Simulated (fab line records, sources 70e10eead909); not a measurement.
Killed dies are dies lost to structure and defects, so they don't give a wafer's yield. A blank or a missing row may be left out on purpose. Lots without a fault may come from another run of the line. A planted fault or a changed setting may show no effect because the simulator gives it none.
fab line records | flow nand_harc
record lots=24 wafers=72 last_day=34
route steps=1302 shown A_M0@1149 A_M1@1191 A_BONDPAD@1202
lots that met no fault: from a run of the same line without faults
start_h: hours from the record's first day to the start of the lot's first wafer shown | wait_h: hours since the lot's step before | " the same as in the row above | L1.1+2: a row that stands for several wafers | - no value, or no start given | * or withheld: withheld | < > ~ a bound
route shown NAME@n: a module of which the file shows steps, and the number in the route of the first | usual: mean/standard deviation of fault-free wafers | same: alike in all rows | chamber/n: place in a boat | sites: the reading at each site | _std_site: their standard deviation | _edge_site: outer sites' mean less inner sites' | radius_mm: how far each site lies from the wafer's centre | mask NAME#n: copy n | behind: the tool/chamber that last shaped the wafer | hold: why the lot was held/for how many hours/how that ended | device: the transistor (n, p or np) that didn't switch | end of line: the same wafers' tests at the end of the route | a step without rows: its recipe alone | killed: dies lost to structure and defects at the first sort, not the wafer's yield | map: a wafer's dies, x killed, . not, _ none there
set.NAME: the setting as run; set.NAME@STEP: as run at that earlier step | model.NAME: the simulator's own value behind a step, which no gauge read
steps of the route over a sample of lots; a table a step, a row a wafer
services: from which hour (start_h, from the record's first day; less than 0 if before it) a tool's chamber was out of use, for how many hours, and why
## steps
# step NHARC_A_M0_INSPECT_11
# usual raw_defect_count=89/38
# columns lot.wafer tool chamber start_h wait_h raw_defect_count
L074.2 defect_inspect-01 - 536.84 0.0 124
L074.3 " - " " 141
L074.5 " - " " 151
L076.1 defect_inspect-01 - 541.55 0.0 142
L076.2 " - " " 147
L076.4 " - " " 121
L075.1 defect_inspect-01 - 546.83 0.0 54
L075.4 " - " " 59
L075.6 " - " " 61
L078.1 defect_inspect-02 - 574.13 0.0 153
L078.3 " - " " 158
L078.5 " - " " 180
L079.1 defect_inspect-02 - 593.19 0.0 74
L079.2 " - " " 76
L079.4 " - " " 67
L080.1 defect_inspect-01 - 594.96 0.0 96
L080.2 " - " " 108
L080.3 " - " " 103
L082.1 defect_inspect-02 - 596.54 0.0 75
L082.4 " - " " 80
L082.5 " - " " 80
L081.3 defect_inspect-02 - 598.42 0.0 66
L081.4 " - " " 80
L081.5 " - " " 80
L077.2 defect_inspect-02 - 599.53 0.0 60
L077.3 " - " " 65
L077.4 " - " " 63
L086.1 defect_inspect-02 - 625.66 0.0 33
L086.3 " - " " 52
L086.4 " - " " 49
L085.1 defect_inspect-01 - 630.37 0.0 90
L085.4 " - " " 87
L085.6 " - " " 83
L083.2 defect_inspect-01 - 631.04 0.0 123
L083.3 " - " " 139
L083.5 " - " " 135
L084.1 defect_inspect-02 - 637.14 0.0 107
L084.2 " - " " 156
L084.4 " - " " 132
L087.1 defect_inspect-01 - 651.94 0.0 131
L087.3 " - " " 137
L087.5 " - " " 107
L089.1 defect_inspect-01 - 669.29 0.0 21
L089.4 " - " " 22
L089.5 " - " " 28
L088.4 defect_inspect-02 - 669.44 0.0 138
L088.5 " - " " 175
L088.6 " - " " 140
L091.2 defect_inspect-01 - 681.34 0.0 64
L091.4 " - " " 66
L091.5 " - " " 85
L090.2 defect_inspect-01 - 700.26 0.0 120
L090.4 " - " " 119
L090.5 " - " " 129
L092.2 defect_inspect-01 - 704.94 0.0 39
L092.5 " - " " 32
L092.6 " - " " 22
L093.4 defect_inspect-02 - 723.14 0.0 68
L093.5 " - " " 74
L093.6 " - " " 62
L094.2 defect_inspect-02 - 740.33 0.0 67
L094.3 " - " " 58
L094.4 " - " " 60
L095.1 defect_inspect-01 - 751.54 0.0 62
L095.2 " - " " 58
L095.5 " - " " 52
L096.1 defect_inspect-01 - 753.73 0.0 65
L096.2 " - " " 75
L096.3 " - " " 58
L097.3 defect_inspect-01 - 767.92 0.0 115
L097.5 " - " " 108
L097.6 " - " " 96
# step NHARC_A_M0_PRE_CLEAN_29
# recipe time_s=30 temp_c=280 gas=H2/He
# usual heater_power_w=385/44
# columns lot.wafer tool chamber start_h wait_h heater_power_w
L074.2 pvd_sputter-03 - - - 413
L074.3 " - " " 387
L074.5 " - " " 382
L076.4 pvd_sputter-03 - - - 402
L076.1 " - " " 398
L076.2 " - " " 307
L075.4 pvd_sputter-01 - - - 374
L075.1 " - " " 425
L075.6 " - " " 518
L078.1 pvd_sputter-03 - - - 309
L078.3 " - " " 389
L078.5 " - " " 379
L079.4 pvd_sputter-03 - - - 384
L079.1 " - " " 302
L079.2 " - " " 392
L080.1 pvd_sputter-01 - - - 374
L080.2 " - " " 473
L080.3 " - " " 457
L082.1 pvd_sputter-03 - - - 388
L082.4 " - " " 386
L082.5 " - " " 305
L081.4 pvd_sputter-03 - - - 394
L081.3 " - " " 394
L081.5 " - " " 389
L077.4 pvd_sputter-03 - - - 307
L077.3 " - " " 385
L077.2 " - " " 397
L086.1 pvd_sputter-03 - - - 404
L086.3 " - " " 392
L086.4 " - " " 303
L085.4 pvd_sputter-02 - - - 413
L085.1 " - " " 416
L085.6 " - " " 415
L083.2 pvd_sputter-03 - - - 308
L083.3 " - " " 387
L083.5 " - " " 406
L084.4 pvd_sputter-03 - - - 410
L084.1 " - " " 301
L084.2 " - " " 382
L087.1 pvd_sputter-02 - - - 441
L087.3 " - " " 356
L087.5 " - " " 446
L089.1 pvd_sputter-03 - - - 400
L089.4 " - " " 390
L089.5 " - " " 302
L088.4 pvd_sputter-02 - - - 431
L088.6 " - " " 433
L088.5 " - " " 350
L091.4 pvd_sputter-02 - - - 404
L091.2 " - " " 426
L091.5 " - " " 406
L090.4 pvd_sputter-03 - - - 311
L090.2 " - " " 400
L090.5 " - " " 390
L092.2 pvd_sputter-01 - - - 362
L092.5 " - " " 450
L092.6 " - " " 361
L093.4 pvd_sputter-02 - - - 431
L093.5 " - " " 402
L093.6 " - " " 344
L094.3 pvd_sputter-02 - - - 392
L094.4 " - " " 432
L094.2 " - " " 356
L095.1 pvd_sputter-01 - - - 480
L095.2 " - " " 446
L095.5 " - " " 373
L096.3 pvd_sputter-01 - - - 362
L096.1 " - " " 384
L096.2 " - " " 448
L097.3 pvd_sputter-02 - - - 354
L097.5 " - " " 437
L097.6 " - " " 362
# step NHARC_A_M1_PVD_20
# recipe target_thk_a=50 bias_v=168.6 power_w=15000 chamber_pressure_pa=0.12 time_s=8.06 substrate_temp_c=50 material=TaN
# usual throttle_valve_pct=30.0/1
# columns lot.wafer tool chamber start_h wait_h throttle_valve_pct
L074.3 pvd_sputter-01 - - - 29.4
L074.2 " - " " 29.2
L074.5 " - " " 29.6
L076.4 pvd_sputter-01 - - - 30.7
L076.1 " - " " 30.6
L076.2 " - " " 29.7
L075.4 pvd_sputter-03 - - - 31.3
L075.1 " - " " 30.5
L075.6 " - " " 31.4
L078.1 pvd_sputter-02 - - - 31.0
L078.3 " - " " 30.0
L078.5 " - " " 30.9
L079.2 pvd_sputter-01 - - - 29.5
L079.4 " - " " 31.3
L079.1 " - " " 29.7
L080.3 pvd_sputter-01 - - - 29.0
L080.1 " - " " 31.1
L080.2 " - " " 29.8
L082.4 pvd_sputter-01 - - - 29.0
L082.1 " - " " 31.4
L082.5 " - " " 29.1
L081.3 pvd_sputter-02 - - - 31.0
L081.4 " - " " 29.0
L081.5 " - " " 29.7
L077.2 pvd_sputter-03 - - - 30.3
L077.4 " - " " 30.5
L077.3 " - " " 30.3
L086.1 pvd_sputter-01 - - - 31.2
L086.4 " - " " 29.7
L086.3 " - " " 29.6
L085.4 pvd_sputter-01 - - - 29.8
L085.1 " - " " 29.4
L085.6 " - " " 29.8
L083.2 pvd_sputter-02 - - - 29.0
L083.3 " - " " 28.0
L083.5 " - " " 29.3
L084.4 pvd_sputter-01 - - - 29.7
L084.2 " - " " 31.1
L084.1 " - " " 29.9
L087.3 pvd_sputter-02 - - - 29.4
L087.1 " - " " 27.8
L087.5 " - " " 30.5
L088.4 pvd_sputter-02 - - - 27.7
L088.6 " - " " 31.4
L088.5 " - " " 30.4
L089.4 pvd_sputter-03 - - - 30.8
L089.1 " - " " 31.4
L089.5 " - " " 30.5
L091.4 pvd_sputter-02 - - - 29.4
L091.2 " - " " 27.7
L091.5 " - " " 30.5
L090.2 pvd_sputter-02 - - - 30.4
L090.4 " - " " 29.5
L090.5 " - " " 31.2
L092.2 pvd_sputter-01 - - - 29.8
L092.5 " - " " 29.0
L092.6 " - " " 29.5
L093.4 pvd_sputter-03 - - - 30.3
L093.6 " - " " 30.2
L093.5 " - " " 30.4
L094.4 pvd_sputter-02 - - - 31.5
L094.2 " - " " 30.2
L094.3 " - " " 27.8
L095.1 pvd_sputter-02 - - - 31.4
L095.2 " - " " 30.1
L095.5 " - " " 27.7
L096.3 pvd_sputter-02 - - - 30.2
L096.2 " - " " 27.8
L096.1 " - " " 31.2
L097.3 pvd_sputter-02 - - - 31.0
L097.6 " - " " 31.3
L097.5 " - " " 30.4
# step NHARC_A_BONDPAD_DEP_00
# recipe target_thk_a=2500 temp_c=370 target_thk_nm=250 pressure_torr=3 flow_sccm=200 rf_w=450 material=SiCN
# usual heater_power_w=595/110 rf_fwd_power_W=448.9/1.4
# columns lot.wafer tool chamber start_h wait_h heater_power_w rf_fwd_power_W
L074.3 pecvd-04 1 544.37 - 496 449.7
L074.2 " 2 " " 551 449.0
L074.5 " 1 " " 492 449.0
L076.1 pecvd-02 0 548.94 - 814 448.8
L076.2 " 1 " " 539 449.3
L076.4 " 1 " " 537 450.0
L075.1 pecvd-04 1 554.32 - 508 449.5
L075.6 " 2 " " 475 449.9
L075.4 " 0 " " 668 446.4
L078.1 pecvd-02 2 581.37 - 640 448.2
L078.3 " 1 " " 499 448.7
L078.5 " 1 " " 520 447.5
L079.1 pecvd-04 2 600.63 - 518 449.0
L079.2 " 0 " " 698 448.5
L079.4 " 0 " " 688 449.4
L080.2 pecvd-04 1 - - 505 449.1
L080.3 " 2 " " 541 447.9
L080.1 " 0 " " 666 449.0
L082.1 pecvd-03 2 604.35 - 719 449.8
L082.5 " 1 " " 517 451.4
L082.4 " 0 " " 509 448.1
L081.3 pecvd-03 1 606.57 - 539 447.4
L081.5 " 0 " " 511 447.7
L081.4 " 2 " " 703 450.8
L077.2 pecvd-02 1 607.85 - 474 446.5
L077.3 " 1 " " 471 448.3
L077.4 " 2 " " 580 449.9
L086.1 pecvd-02 0 - - 704 447.5
L086.3 " 2 " " 675 450.1
L086.4 " 2 " " 691 446.1
L085.1 pecvd-02 0 637.88 - 777 447.4
L085.4 " 0 " " 829 450.1
L085.6 " 1 " " 553 448.5
L083.2 pecvd-03 2 639.03 - 703 449.8
L083.3 " 0 " " 478 447.3
L083.5 " 0 " " 474 449.3
L084.1 pecvd-03 0 645.11 - 482 451.5
L084.2 " 1 " " 586 449.4
L084.4 " 1 " " 586 450.4
L087.3 pecvd-02 2 - - 676 448.5
L087.1 " 0 " " 696 450.1
L087.5 " 2 " " 688 446.1
L089.1 pecvd-04 1 - - 534 446.6
L089.5 " 2 " " 550 449.2
L089.4 " 0 " " 661 447.9
L088.5 pecvd-03 0 677.20 - 502 451.3
L088.6 " 1 " " 475 447.7
L088.4 " 2 " " 646 446.0
L091.2 pecvd-02 1 689.23 - 525 449.2
L091.4 " 0 " " 805 450.8
L091.5 " 2 " " 563 450.2
L090.2 pecvd-04 2 708.10 - 501 448.3
L090.5 " 1 " " 520 454.0
L090.4 " 2 " " 519 448.2
L092.2 pecvd-02 0 712.44 - 868 447.3
L092.6 " 2 " " 652 448.4
L092.5 " 1 " " 500 448.0
L093.6 pecvd-02 2 731.32 - 649 447.3
L093.5 " 0 " " 831 450.9
L093.4 " 1 " " 475 447.1
L094.2 pecvd-02 1 747.82 - 468 450.6
L094.3 " 2 " " 664 449.6
L094.4 " 0 " " 802 449.2
L095.2 pecvd-03 2 758.94 - 702 448.3
L095.1 " 0 " " 500 449.5
L095.5 " 1 " " 538 445.4
L096.1 pecvd-03 1 761.11 - 540 448.2
L096.3 " 2 " " 708 448.4
L096.2 " 0 " " 486 449.9
L097.3 pecvd-03 1 777.81 - 448 448.0
L097.6 " 0 " " 476 447.3
L097.5 " 2 " " 662 446.4
# step NHARC_A_BONDPAD_CD_MEAS_13
# usual cd_nm=499.6/1.8
# columns lot.wafer tool chamber start_h wait_h cd_nm
L074.2 cd_sem-02 - 546.08 - 499.5
L074.3 " - " " 502.0
L074.5 " - " " 499.7
L076.1 cd_sem-03 - 550.70 - 496.1
L076.2 " - " " 499.4
L076.4 " - " " 499.2
L075.1 cd_sem-01 - 555.98 - 495.4
L075.4 " - " " 499.6
L075.6 " - " " 497.9
L078.1 cd_sem-02 - 583.31 - 499.8
L078.3 " - " " 499.3
L078.5 " - " " 500.4
L079.1 cd_sem-03 - 602.25 - 499.5
L079.2 " - " " 500.4
L079.4 " - " " 502.5
L080.1 cd_sem-02 - 604.30 - 498.2
L080.2 " - " " 498.6
L080.3 " - " " 499.2
L082.1 cd_sem-02 - 606.06 - 498.7
L082.4 " - " " 501.8
L082.5 " - " " 503.5
L081.3 cd_sem-02 - 608.27 - 500.4
L081.4 " - " " 498.6
L081.5 " - " " 499.1
L077.2 cd_sem-03 - 609.62 - 498.0
L077.3 " - " " 500.2
L077.4 " - " " 500.0
L086.1 cd_sem-01 - 636.14 - 498.6
L086.3 " - " " 499.2
L086.4 " - " " 498.5
L085.1 cd_sem-02 - 639.50 - 497.9
L085.4 " - " " 500.0
L085.6 " - " " 498.8
L083.2 cd_sem-01 - 640.74 - 498.9
L083.3 " - " " 499.4
L083.5 " - " " 500.4
L084.1 cd_sem-01 - 646.88 - 499.8
L084.2 " - " " 498.2
L084.4 " - " " 500.4
L087.1 cd_sem-02 - 666.10 - 498.4
L087.3 " - " " 498.4
L087.5 " - " " 499.1
L088.4 cd_sem-01 - 678.82 - 498.3
L088.5 " - " " 499.6
L088.6 " - " " 498.0
L089.1 cd_sem-02 - 678.97 - 499.3
L089.4 " - " " 499.6
L089.5 " - " " 497.7
L091.2 cd_sem-03 - 690.94 - 501.7
L091.4 " - " " 502.0
L091.5 " - " " 501.2
L090.2 cd_sem-03 - 709.87 - 501.5
L090.4 " - " " 496.7
L090.5 " - " " 495.6
L092.2 cd_sem-01 - 714.14 - 500.9
L092.5 " - " " 500.7
L092.6 " - " " 498.9
L093.4 cd_sem-03 - 732.82 - 498.3
L093.5 " - " " 499.5
L093.6 " - " " 499.5
L094.2 cd_sem-01 - 749.59 - 500.1
L094.3 " - " " 497.1
L094.4 " - " " 498.4
L095.1 cd_sem-02 - 760.71 - 499.6
L095.2 " - " " 499.1
L095.5 " - " " 499.3
L096.1 cd_sem-02 - 762.88 - 497.7
L096.2 " - " " 499.4
L096.3 " - " " 500.1
L097.3 cd_sem-01 - 779.57 - 498.3
L097.5 " - " " 498.9
L097.6 " - " " 498.4
# step NHARC_A_BONDPAD_ETCH_24
# recipe target_depth_a=300 over_etch_frac=0.3 time_s=72.99 ion_energy_ev=150 cf4_flow_sccm=50 n2_flow_sccm=100 ar_flow_sccm=150 rf_w=300 bias_w=100 chemistry=CF4/N2
# usual drypump_motor_current_A=5.5/0.5 oes_product_au=1.001/0.0095 rf_fwd_power_W=297.2/1.3 rf_vpp_V=315.2/1.7 showerhead_plenum_p_Torr=2.69/0.094 throttle_valve_pct=19.794/0.009
# columns lot.wafer tool chamber start_h wait_h drypump_motor_current_A oes_product_au rf_fwd_power_W rf_hours_counter_h rf_vpp_V showerhead_plenum_p_Torr throttle_valve_pct
L074.3 rie_diel-12 1 - - 5.0 1.008 295.3 10 316.7 2.76 19.791
L074.2 " 2 " " 6.2 1.021 297.5 14 316.7 2.83 19.772
L074.5 " 0 " " 5.1 1.004 297.7 - 312.0 2.58 19.795
L076.2 rie_diel-12 0 - - 5.1 1.008 298.5 15 313.0 2.58 19.760
L076.4 " 1 " " 5.0 1.010 296.8 11 317.1 2.76 19.800
L076.1 " 2 " " 6.2 1.000 296.7 15 317.3 2.83 19.804
L075.4 rie_diel-03 3 - - 5.3 1.009 299.6 3 317.7 2.80 19.814
L075.1 " 2 " " 5.0 0.994 297.8 3 315.9 2.61 19.795
L075.6 " 3 " " 5.3 0.999 298.1 - 317.4 2.80 19.806
L078.3 rie_diel-12 0 - - 5.1 1.005 298.0 21 313.6 2.58 19.786
L078.1 " 2 " " 6.2 1.011 298.0 20 317.7 2.83 19.783
L078.5 " 0 " " 5.1 0.992 297.9 - 314.3 2.58 19.805
L079.2 rie_diel-03 1 - - 5.9 1.013 295.8 4 314.2 2.63 19.790
L079.4 " 3 " " 5.3 1.022 299.2 4 318.0 2.80 19.786
L079.1 " 0 " " 6.3 1.015 295.7 5 313.6 2.59 19.790
L080.3 rie_diel-03 0 - - 6.3 1.015 295.7 5 313.0 2.59 19.807
L080.1 " 1 " " 5.9 1.009 294.7 4 314.5 2.63 19.804
L080.2 " 3 " " 5.3 1.025 296.6 4 317.3 2.80 19.786
L082.4 rie_diel-12 0 - - 5.1 0.997 296.7 24 315.0 2.58 19.793
L082.1 " 2 " " 6.2 1.014 297.6 24 316.5 2.83 19.791
L082.5 " 0 " " 5.1 0.994 297.9 - 312.0 2.58 19.802
L081.4 rie_diel-03 2 - - 5.0 0.999 298.1 5 314.4 2.61 19.791
L081.3 " 0 " " 6.3 1.007 296.0 5 313.5 2.59 19.785
L081.5 " 2 " " 5.0 1.003 297.4 - 313.4 2.61 19.791
L077.4 rie_diel-04 2 - - 5.7 0.982 296.9 20 314.7 2.65 19.791
L077.3 " 0 " " 5.2 0.993 296.7 20 315.0 2.64 19.778
L077.2 " 1 " " 5.3 0.982 297.9 16 315.3 2.75 19.789
L086.3 rie_diel-12 1 - - 5.0 1.002 296.7 1 316.2 2.75 19.790
L086.4 " 2 " " 6.2 1.000 297.5 1 316.2 2.83 19.805
L086.1 " 0 " " 5.1 0.994 299.1 1 312.9 2.58 19.785
L085.4 rie_diel-12 0 - - 5.1 1.005 298.7 2 313.2 2.58 19.796
L085.1 " 1 " " 5.0 0.985 296.5 2 316.9 2.75 19.794
L085.6 " 3 " " 5.3 0.993 298.3 - 316.8 2.76 19.803
L083.3 rie_diel-12 0 - - 5.1 1.001 298.8 2 313.9 2.58 19.778
L083.2 " 1 " " 5.0 0.991 295.2 2 315.7 2.75 19.796
L083.5 " 3 " " 5.4 0.984 298.0 - 316.9 2.76 19.797
L084.4 rie_diel-12 0 - - 5.1 0.995 297.5 3 314.5 2.58 19.802
L084.1 " 1 " " 5.0 1.003 293.0 2 316.2 2.75 19.787
L084.2 " 3 " " 5.3 0.985 297.9 2 316.9 2.76 19.793
L087.3 rie_diel-03 1 - - 5.9 1.012 294.8 0 313.4 2.63 19.793
L087.1 " 0 " " 6.3 1.004 296.0 0 313.8 2.59 19.776
L087.5 " 2 " " 5.0 0.994 296.2 - 315.5 2.61 19.806
L088.4 rie_diel-03 0 - - 6.3 1.004 296.3 1 313.3 2.59 19.790
L088.5 " 0 " " 6.3 1.010 296.3 - 314.2 2.59 19.785
L088.6 " 1 " " 5.9 1.012 295.2 - 315.4 2.63 19.788
L089.4 rie_diel-12 2 - - 6.2 1.004 298.9 8 316.9 2.82 19.794
L089.1 " 3 " " 5.4 0.991 297.3 9 315.5 2.75 19.805
L089.5 " 2 " " 6.3 1.001 297.5 - 317.1 2.82 19.793
L091.2 rie_diel-03 0 - - 6.3 1.001 295.4 1 313.3 2.59 19.782
L091.4 " 1 " " 5.9 0.998 296.9 1 314.0 2.63 19.803
L091.5 " 3 " " 5.3 0.987 298.3 - 317.5 2.80 19.809
L090.2 rie_diel-03 2 - - 5.0 1.002 298.6 2 314.7 2.61 19.803
L090.4 " 3 " " 5.3 0.999 297.9 2 316.1 2.80 19.787
L090.5 " 0 " " 6.3 1.007 298.8 - 312.3 2.59 19.789
L092.2 rie_diel-12 2 - - 6.2 1.001 297.7 12 317.7 2.82 19.796
L092.5 " 3 " " 5.4 0.995 297.8 - 316.7 2.75 19.790
L092.6 " 0 " " 5.1 1.002 296.7 - 313.1 2.57 19.796
L093.4 rie_diel-12 2 - - 6.2 1.011 295.8 16 317.1 2.82 19.796
L093.6 " 1 " " 5.0 1.001 295.6 - 317.3 2.75 19.790
L093.5 " 2 " " 6.2 1.018 296.9 - 316.1 2.82 19.805
L094.4 rie_diel-12 1 - - 5.0 0.993 295.8 17 316.4 2.75 19.808
L094.2 " 3 " " 5.3 0.988 296.5 20 317.1 2.75 19.799
L094.3 " 0 " " 5.1 1.010 295.9 20 312.4 2.57 19.795
L095.2 rie_diel-03 1 - - 5.9 1.005 295.2 4 313.2 2.63 19.804
L095.1 " 2 " " 5.0 0.997 297.6 4 314.6 2.61 19.782
L095.5 " 1 " " 5.9 1.005 296.4 - 314.4 2.63 19.803
L096.3 rie_diel-04 0 - - 5.2 1.000 298.2 18 314.7 2.62 19.780
L096.1 " 1 " " 5.3 0.993 297.3 18 317.2 2.73 19.789
L096.2 " 2 " " 5.7 1.005 298.0 15 314.0 2.63 19.803
L097.3 rie_diel-04 2 - - 5.6 1.004 297.1 17 313.7 2.63 19.805
L097.6 " 1 " " 5.3 0.981 298.0 - 315.4 2.73 19.803
L097.5 " 2 " " 5.7 0.998 298.3 - 314.8 2.63 19.796
## services
# columns tool chamber start_h hours kind
pecvd-02 0 517.60 13.8 repair
pvd_sputter-03 - 526.00 10.0 pm
pecvd-03 - 547.29 13.0 pm
pecvd-02 0 566.65 61.4 repair
rie_diel-03 3 573.51 12.1 repair
pvd_sputter-03 - 577.63 2.5 repair
pvd_sputter-01 - 582.00 10.0 pm
pecvd-02 - 589.71 13.0 pm
rie_diel-12 - 609.04 0.7 repair
rie_diel-12 - 622.57 9.0 pm
pvd_sputter-02 - 633.72 1.0 repair
pvd_sputter-02 - 635.19 0.6 repair
rie_diel-03 - 635.32 9.0 pm
pvd_sputter-02 - 638.03 10.0 pm
pvd_sputter-02 - 658.13 1.4 repair
pecvd-02 - 663.05 0.6 repair
pvd_sputter-02 - 673.23 1.4 repair
pecvd-02 1 681.98 2.2 repair
pvd_sputter-03 - 704.00 10.0 pm
rie_diel-12 1 737.79 11.7 repair
rie_diel-03 0 755.66 4.4 repair
pvd_sputter-03 - 756.56 3.1 repair
pvd_sputter-01 - 760.00 10.0 pm
pecvd-02 - 770.99 13.0 pm
## key
fault none
